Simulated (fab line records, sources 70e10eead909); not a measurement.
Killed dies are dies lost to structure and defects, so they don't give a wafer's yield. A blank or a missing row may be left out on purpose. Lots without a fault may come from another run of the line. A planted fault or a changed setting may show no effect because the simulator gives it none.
Which tool did it? | flow nand_harc | 12 lots, 36 wafers sampled, at 5 steps of a route of 1302

WHAT THE GAUGES READ, wafer by wafer
NHARC_END_SORT_01. Usual: defect_limited_yield 90.3 %, standard deviation 3; killed_at_array 60, standard deviation 21; killed_at_other 1.0, standard deviation 1.2; killed_at_periphery 4.2, standard deviation 2.8; killed_dies 65, standard deviation 20; killed_open 3.1, standard deviation 1.8; killed_short 2.6, standard deviation 1.6.
lot  | measured     | on        | defect_limited_yield (%) | killed_at_array | killed_at_other | killed_at_periphery | killed_dies | killed_open | killed_short | flag
L561 | day 24 19:50 | prober-01 | 86.6 87.9 89.2           | 85 79 71        | 1 0 1           | 5 3 1               | 91 82 73    | 3 2 2       | 4 2 2        |
L564 | day 25 17:26 | prober-02 | 86.7 88.0 91.1           | 78 75 54        | 3 1 2           | 9 5 4               | 90 81 60    | 2 1 0       | 6 4 1        |
L565 | day 26 10:00 | prober-02 | 91.1 90.1 91.4           | 57 62 57        | 2 0 0           | 1 5 1               | 60 67 58    | 3 5 4       | 0 4 5        |
L569 | day 28 00:35 | prober-01 | 92.0 90.8 92.3           | 51 56 48        | 0 2 0           | 3 4 4               | 54 62 52    | 0 4 2       | 3 3 4        |
L570 | day 28 00:35 | prober-02 | 92.5 90.4 90.3           | 46 62 62        | 1 1 2           | 4 2 2               | 51 65 66    | 1 3 5       | 2 5 2        |
L575 | day 29 14:22 | prober-02 | 93.9 94.5 94.5           | 36 35 33        | 0 0 0           | 5 2 4               | 41 37 37    | 6 0 1       | 5 6 5        |
L576 | day 31 15:32 | prober-02 | 87.0 87.6 85.7           | 80 80 91        | 0 0 0           | 8 4 6               | 88 84 97    | 4 2 3       | 2 4 4        |
L577 | day 31 03:18 | prober-01 | 90.0 86.4 89.2           | 61 89 66        | 5 3 4           | 2 0 3               | 68 92 73    | 1 2 1       | 1 1 5        |
L578 | day 32 23:20 | prober-02 | 91.4 93.4 94.5           | 51 43 35        | 3 1 0           | 4 1 2               | 58 45 37    | 2 3 3       | 2 3 1        |
L580 | day 32 19:14 | prober-01 | 89.7 88.6 86.4           | 65 71 88        | 0 0 0           | 5 6 4               | 70 77 92    | 3 3 3       | 0 0 2        |
L581 | day 33 10:50 | prober-01 | 97.0 95.1 95.4           | 15 22 19        | 1 2 3           | 4 9 9               | 20 33 31    | 2 4 5       | 2 3 2        |
L582 | day 33 05:31 | prober-02 | 89.8 92.8 88.9           | 66 47 68        | 1 1 1           | 2 1 6               | 69 49 75    | 2 3 5       | 5 2 4        |

WHICH TOOL RAN EACH LOT (tool, then ch and the chambers of the sampled wafers, then the start)
lot  | NHARC_P_CONTACT_DESCUM_17          | NHARC_P_CONTACT_ETCH_36                       | NHARC_P_CONTACT_CMP_24        | NHARC_P_M0_SOFTBAKE_04
L561 | rie_diel-10 ch 0,1,2, day 6 12:28  | rie_diel-10 ch 0,3, day 6 15:15 or earlier    | cmp-01 ch 0,2,3, day 6 15:15  | litho_track-04 ch 0, day 6 16:00
L564 | rie_diel-10 ch 0,1,3, day 7 15:26  | rie_diel-10 ch 0,2, day 7 18:10 or earlier    | cmp-02 ch 0,1,2, day 7 18:10  | litho_track-06 ch 0, day 7 19:00
L565 | rie_diel-10 ch 0,1,2, day 7 20:08  | rie_diel-10 ch 0,3, day 7 22:50 or earlier    | cmp-04 ch 1,2,3, day 7 22:50  | litho_track-01 ch 0, day 7 23:00
L569 | rie_diel-05 ch 0,1,3, day 9 20:37  | rie_diel-05 ch 0,1,2, day 9 23:23 or earlier  | cmp-04 ch 1,2,3, day 9 23:23  | litho_track-06 ch 0, day 10 00:00
L570 | rie_diel-10 ch 0,1,3, day 9 22:22  | rie_diel-10 ch 0,1,3, day 10 01:03 or earlier | cmp-01 ch 0,1, day 10 01:03   | litho_track-06 ch 0, day 10 01:00
L575 | rie_diel-05 ch 0,1, day 12 00:01   | rie_diel-05 ch 1,3, day 12 02:43 or earlier   | cmp-02 ch 0,2,3, day 12 02:43 | litho_track-01 ch 0, day 12 03:00
L576 | rie_diel-05 ch 0,3, day 12 12:47   | rie_diel-05 ch 1,2,3, day 12 15:30 or earlier | cmp-01 ch 1,2, day 12 15:30   | litho_track-04 ch 0, day 12 16:00
L577 | rie_diel-05 ch 0,2,3, day 12 23:59 | rie_diel-05 ch 0,1,3, day 13 02:47 or earlier | cmp-02 ch 0,1,2, day 13 02:47 | litho_track-01 ch 0, day 13 03:00
L578 | rie_diel-05 ch 0,1,3, day 13 12:56 | rie_diel-05 ch 1,2,3, day 13 15:41 or earlier | cmp-01 ch 0,1,2, day 13 15:41 | litho_track-01 ch 0, day 13 16:00
L580 | rie_diel-05 ch 0,1,3, day 14 00:49 | rie_diel-05 ch 0,1,3, day 14 03:32 or earlier | cmp-04 ch 1,2,3, day 14 03:32 | litho_track-01 ch 0, day 14 04:00
L581 | rie_diel-01 ch 0,2, day 14 18:37   | rie_diel-01 ch 0,1,3, day 14 21:17 or earlier | cmp-01 ch 0,1, day 14 21:17   | litho_track-06 ch 0, day 14 22:00
L582 | rie_diel-05 ch 0,1,3, day 14 23:25 | rie_diel-05 ch 0,2,3, day 15 02:38 or earlier | cmp-04 ch 1,2,3, day 15 02:38 | litho_track-01 ch 0, day 15 03:00
- NHARC_P_CONTACT_DESCUM_17: chemistry O2, time 3 s.
- NHARC_P_CONTACT_ETCH_36: etches the open film in N2/H2, target depth 260 nm, time 406.25 s.
- NHARC_P_CONTACT_CMP_24: polishes, t overpolish 30 s, target thk 200 nm.
- NHARC_P_M0_SOFTBAKE_04: time 55 s.

WHAT THE TOOLS THEMSELVES READ (means of the sampled wafers that have a number; where no wafer has one, the mark that the record gives instead)
NHARC_P_CONTACT_DESCUM_17. Usual: drypump_motor_current_A 5.7 A, standard deviation 0.55; oes_product_au 0.999 a.u., standard deviation 0.0066; rf_vpp_V 57.8 V, standard deviation 0.96; showerhead_plenum_p_Torr 1.92 Torr, standard deviation 0.097; throttle_valve_pct 11.311 %, standard deviation 0.0084.
lot  | tool        | drypump_motor_current_A (A) | oes_product_au (a.u.) | rf_vpp_V (V) | showerhead_plenum_p_Torr (Torr) | throttle_valve_pct (%) | flag
L561 | rie_diel-10 | 5.8                         | 0.998                 | 57.3         | 1.98                            | 11.317                 |
L564 | rie_diel-10 | 5.6                         | 0.996                 | 57.9         | 2.00                            | 11.304                 |
L565 | rie_diel-10 | 5.8                         | 0.998                 | 57.1         | 1.98                            | 11.310                 |
L569 | rie_diel-05 | 6.0                         | 0.998                 | 57.8         | 1.88                            | 11.312                 |
L570 | rie_diel-10 | 5.6                         | 0.994                 | 58.5         | 2.00                            | 11.309                 |
L575 | rie_diel-05 | 5.9                         | 0.993                 | 56.6         | 1.93                            | 11.319                 |
L576 | rie_diel-05 | 5.9                         | 0.996                 | 57.6         | 1.86                            | 11.308                 |
L577 | rie_diel-05 | 5.5                         | 1.003                 | 57.4         | 1.85                            | 11.310                 |
L578 | rie_diel-05 | 6.0                         | 1.000                 | 57.2         | 1.88                            | 11.306                 |
L580 | rie_diel-05 | 6.0                         | 0.998                 | 57.9         | 1.87                            | 11.305                 |
L581 | rie_diel-01 | 5.4                         | 0.994                 | 58.6         | 1.94                            | 11.309                 |
L582 | rie_diel-05 | 6.0                         | 1.004                 | 58.1         | 1.87                            | 11.311                 |

NHARC_P_CONTACT_ETCH_36. Usual: drypump_motor_current_A 5.7 A, standard deviation 0.57; oes_product_au 0.999 a.u., standard deviation 0.0069; rf_vpp_V 431 V, standard deviation 3.1; showerhead_plenum_p_Torr 2.04 Torr, standard deviation 0.11; throttle_valve_pct 14.170 %, standard deviation 0.0089.
lot  | tool        | drypump_motor_current_A (A) | oes_product_au (a.u.) | rf_vpp_V (V) | showerhead_plenum_p_Torr (Torr) | throttle_valve_pct (%) | flag
L561 | rie_diel-10 | 6.1                         | 1.005                 | 432          | 2.06                            | 14.169                 |
L564 | rie_diel-10 | 6.2                         | 1.001                 | 431          | 2.09                            | 14.174                 |
L565 | rie_diel-10 | 5.9                         | 1.008                 | 433          | 2.13                            | 14.163                 |
L569 | rie_diel-05 | 5.6                         | 0.994                 | 430          | 2.01                            | 14.178                 |
L570 | rie_diel-10 | 5.6                         | 1.000                 | 433          | 2.13                            | 14.167                 |
L575 | rie_diel-05 | 6.1                         | 1.008                 | 428          | 1.97                            | 14.171                 |
L576 | rie_diel-05 | 5.7                         | 0.995                 | 428          | 1.94                            | 14.178                 |
L577 | rie_diel-05 | 6.0                         | 1.000                 | 430          | 2.00                            | 14.175                 |
L578 | rie_diel-05 | 5.7                         | 0.994                 | 428          | 1.94                            | 14.166                 |
L580 | rie_diel-05 | 6.0                         | 0.997                 | 430          | 2.00                            | 14.172                 |
L581 | rie_diel-01 | 5.7                         | 1.003                 | 428          | 1.96                            | 14.172                 |
L582 | rie_diel-05 | 5.6                         | 0.993                 | 428          | 1.97                            | 14.167                 |

NHARC_P_CONTACT_CMP_24. Usual: motor_current_A 12.1 A, standard deviation 0.84; overpolish_run_s 30.000 s, standard deviation 0.0085; time_to_endpoint_s 40.6 s, standard deviation 2.3.
lot  | tool   | motor_current_A (A) | overpolish_run_s (s) | time_to_endpoint_s (s) | flag
L561 | cmp-01 | 12.1                | 29.997               | 40.7                   |
L564 | cmp-02 | 12.2                | 30.003               | 38.7                   |
L565 | cmp-04 | 11.8                | 30.009               | 39.6                   |
L569 | cmp-04 | 11.8                | 30.001               | 43.2                   |
L570 | cmp-01 | 12.8                | 30.000               | 41.6                   |
L575 | cmp-02 | 12.3                | 29.997               | 41.6                   |
L576 | cmp-01 | 12.8                | 30.006               | 37.9                   |
L577 | cmp-02 | 12.0                | 29.996               | 39.6                   |
L578 | cmp-01 | 12.4                | 30.007               | 39.1                   |
L580 | cmp-04 | 11.5                | 30.000               | 36.3                   |
L581 | cmp-01 | 12.6                | 30.013               | 37.8                   |
L582 | cmp-04 | 11.7                | 29.991               | 40.7                   |

NHARC_P_M0_SOFTBAKE_04. Usual: heater_power_total_W 188.44 W, standard deviation 0.13.
lot  | tool           | heater_power_total_W (W) | flag
L561 | litho_track-04 | 188.41                   |
L564 | litho_track-06 | 188.40                   |
L565 | litho_track-01 | 188.38                   |
L569 | litho_track-06 | 174.29                   | OFF
L570 | litho_track-06 | 174.40                   | OFF
L575 | litho_track-01 | 188.34                   |
L576 | litho_track-04 | 188.50                   |
L577 | litho_track-01 | 188.33                   |
L578 | litho_track-01 | 188.45                   |
L580 | litho_track-01 | 188.45                   |
L581 | litho_track-06 | 188.39                   |
L582 | litho_track-01 | 188.42                   |

THE ANSWER, worked out from the rows above alone
Rule: a lot is off if the mean of its wafers that have a number lies more than 3 standard deviations from the usual mean. A lot without any number at a reading at which 4 lots or more have one is off too. The other lots that the step has rows for count as sound. The gauges are gone through in route order, then the tools' own readings, and for those a lot's mean is taken as printed above. The first step at which some lot is off is used, and at that step the reading that is off furthest; a lot without a number counts as furthest.
Off: L569, L570, at NHARC_P_M0_SOFTBAKE_04 (heater_power_total_W).
A tool fits if, at that step or a process step before it, it ran every lot that is off, and no sound lot after the first of them. NHARC_P_CONTACT_ETCH_36 gives no start for some lots, so the hours and the order of its lots are those of NHARC_P_CONTACT_CMP_24. None of those tried fits.

WHAT THE SIMULATOR HAD PUT IN
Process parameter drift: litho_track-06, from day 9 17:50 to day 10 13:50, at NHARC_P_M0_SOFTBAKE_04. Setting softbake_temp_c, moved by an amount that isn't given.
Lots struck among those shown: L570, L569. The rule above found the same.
